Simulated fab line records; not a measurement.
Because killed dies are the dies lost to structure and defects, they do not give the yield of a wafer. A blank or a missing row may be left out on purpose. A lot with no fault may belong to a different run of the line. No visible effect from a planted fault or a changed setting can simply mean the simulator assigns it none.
Matching of chambers ; flow n5_finfet ; pecvd-01 running N5_FIN_SAQP_HM_DEP_72: 3 sister chambers
The step deposits SiO2 from SiH4/N2O, target thk 12 nm, time 7.2 s. 3 wafers are shown with their chamber, then 8 later ones without.

== EACH WAFER AND ITS CHAMBER ==
wafer;chamber;showerhead_plenum_p_Torr (Torr)
L320.3;1;8.17
L320.5;0;8.04
L323.1;2;7.78

== WAFERS WITHOUT THEIR CHAMBER ==
wafer;showerhead_plenum_p_Torr (Torr)
L323.4;7.78
L323.6;8.18
L332.5;7.77
L332.6;8.17
L333.2;8.04
L333.5;8.01
L334.1;7.80
L334.4;7.81

== EACH ONE'S CHAMBER ==
wafer;from the rows above;in truth
L323.4;2;2
L323.6;1;1
L332.5;2;2
L332.6;1;1
L333.2;0;0
L333.5;0;0
L334.1;2;2
L334.4;2;2
Correct placement for 8 of the 8. Not placeable from these rows: 0. Wrongly placed: 0.
How it was worked out, from the rows above alone: a wafer's distance from a chamber is the root of the sum, over the readings, of the square of ((its reading less the chamber's mean) divided by the reading's scatter). The wafer belongs to the nearest chamber; if the next one is less than 2 further off, it can't be placed. A chamber's mean is the mean of its shown wafers. The scatter (one wafer shown for each chamber): square how far every hidden wafer sits from the nearest shown wafer, average those squares and take the square root.
